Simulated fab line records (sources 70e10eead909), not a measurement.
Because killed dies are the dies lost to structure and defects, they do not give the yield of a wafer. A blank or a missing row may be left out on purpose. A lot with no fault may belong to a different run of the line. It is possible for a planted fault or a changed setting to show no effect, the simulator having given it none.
Chamber matching + flow nand harc + cmp-01 running NHARC_A_BONDPAD_CMP_19: 4 sister chambers
The step polishes, t overpolish 30 s, cu recess touch 16 s, target thk 169.82 nm. 7 wafers are shown with their chamber, then 7 later ones without.

## WAFERS WITH THEIR CHAMBER
| wafer  | chamber | motor current A (A) | retaining ring pressure frac |
|--------|---------|---------------------|------------------------------|
| L074.1 | 2       | 11.3                | 1.001                        |
| L080.3 | 2       | 11.1                | 0.991                        |
| L081.2 | 3       | 10.8                | 0.996                        |
| L081.3 | 0       | 10.1                | 0.994                        |
| L081.5 | 1       | 10.2                | 0.991                        |
| L084.1 | 0       | 9.3                 | 1.000                        |
| L084.3 | 1       | 10.0                | 0.998                        |

## WAFERS WITH NO CHAMBER GIVEN
| wafer  | motor current A (A) | retaining ring pressure frac |
|--------|---------------------|------------------------------|
| L084.6 | 10.9                | 1.000                        |
| L086.4 | 9.0                 | 1.006                        |
| L086.5 | 9.5                 | 1.003                        |
| L086.6 | 10.3                | 1.010                        |
| L094.2 | 10.9                | 0.998                        |
| L094.4 | 10.8                | 1.004                        |
| L094.6 | 9.8                 | 1.002                        |

## WHICH CHAMBER EACH ONE RAN IN
| wafer  | from the rows above               | in truth |
|--------|-----------------------------------|----------|
| L084.6 | can't be placed: 3 or 2 or 1      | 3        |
| L086.4 | can't be placed: 0 or 1           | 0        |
| L086.5 | can't be placed: 0 or 1           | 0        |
| L086.6 | can't be placed: 1 or 3 or 0 or 2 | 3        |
| L094.2 | can't be placed: 3 or 2 or 1      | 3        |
| L094.4 | can't be placed: 3 or 2 or 1 or 0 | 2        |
| L094.6 | can't be placed: 0 or 1           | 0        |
Correct placement for 0 of the 7. These rows do not allow placing 7 (true chamber among the candidates in 7). 0 placed wrongly.
How it was worked out, from the rows above alone: a wafer's distance from a chamber is the root of the sum, over the readings, of the square of ((its reading less the chamber's mean) divided by the reading's scatter). The wafer belongs to the nearest chamber; if the next one is less than 2 further off, it can't be placed. For every chamber, the mean is computed from those of its wafers that are shown. The scatter: the root of (the sum of the squares of (reading less its chamber's mean) over the shown wafers, divided by (wafers less chambers)).
